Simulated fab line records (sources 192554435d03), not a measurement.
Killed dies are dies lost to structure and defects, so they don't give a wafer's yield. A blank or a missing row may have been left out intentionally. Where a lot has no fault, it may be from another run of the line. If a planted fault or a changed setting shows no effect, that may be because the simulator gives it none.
Chamber matching	flow n5-finfet	N5_BEOL_M6_ETCH_61 on rie-diel-05: 4 sister chambers
The step etches SiARC in CF4, target depth 45.5 nm, time 75.8 s. 22 wafers are shown with their chamber, then 11 later ones without.

EACH WAFER AND ITS CHAMBER
wafer	chamber	drypump-motor-current-A (A)	showerhead-plenum-p-Torr (Torr)	throttle-valve-pct (%)
L075.2	2	4.8	2.05	15.72
L075.5	2	4.8	2.05	15.70
L075.6	1	5.1	2.17	15.38
L077.2	0	5.9	2.10	15.69
L077.4	2	4.8	2.05	15.73
L077.6	2	4.8	2.05	15.70
L074.1	0	5.9	2.10	15.69
L074.3	2	4.9	2.05	15.72
L074.5	2	4.9	2.05	15.73
L078.4	1	5.1	2.17	15.40
L078.5	2	4.8	2.04	15.73
L078.6	1	5.1	2.17	15.39
L081.1	0	5.9	2.10	15.71
L081.4	3	6.1	2.12	15.85
L081.5	1	5.1	2.16	15.40
L082.2	2	4.8	2.04	15.74
L082.4	1	5.0	2.16	15.43
L082.5	3	6.1	2.12	15.88
L088.4	3	6.1	2.11	15.89
L088.5	0	5.9	2.09	15.74
L088.6	3	6.1	2.11	15.91
L089.2	2	4.8	2.04	15.77

SIGNATURES (means of the wafers above)
reading	chamber 0	chamber 1	chamber 2	chamber 3	scatter within a chamber
drypump-motor-current-A	5.900	5.080	4.822	6.100	0.0362
showerhead-plenum-p-Torr	2.0975	2.1660	2.0467	2.1150	0.00524
throttle-valve-pct	15.7075	15.4000	15.7267	15.8825	0.0218
Rule: a wafer's distance from a chamber is the root of the sum, over the readings, of the square of ((its reading less the chamber's mean) divided by the reading's scatter). The wafer belongs to the nearest chamber; if the next one is less than 2 further off, it can't be placed. The scatter: take each reading less its chamber's mean, square it, sum over the shown wafers, divide by the number of wafers less the number of chambers, and take the root.

WAFERS MISSING THEIR CHAMBER
wafer	drypump-motor-current-A (A)	showerhead-plenum-p-Torr (Torr)	throttle-valve-pct (%)
L089.5	5.1	2.16	15.44
L089.6	4.8	2.04	15.77
L093.2	4.8	2.04	15.79
L093.3	5.9	2.09	15.76
L093.6	5.0	2.15	15.47
L095.2	6.1	2.11	15.94
L095.4	4.8	2.03	15.78
L095.5	4.8	2.03	15.79
L097.3	6.1	2.11	15.93
L097.4	4.9	2.03	15.80
L097.6	5.9	2.08	15.78

WHICH CHAMBER EACH ONE RAN IN
wafer	from the rows above	in truth
L089.5	1	1
L089.6	2	2
L093.2	2	2
L093.3	0	0
L093.6	1	1
L095.2	3	3
L095.4	2	2
L095.5	2	2
L097.3	3	3
L097.4	2	2
L097.6	0	0
11 of 11 placed correctly. Left unplaced by these rows: 0. 0 placed wrongly.
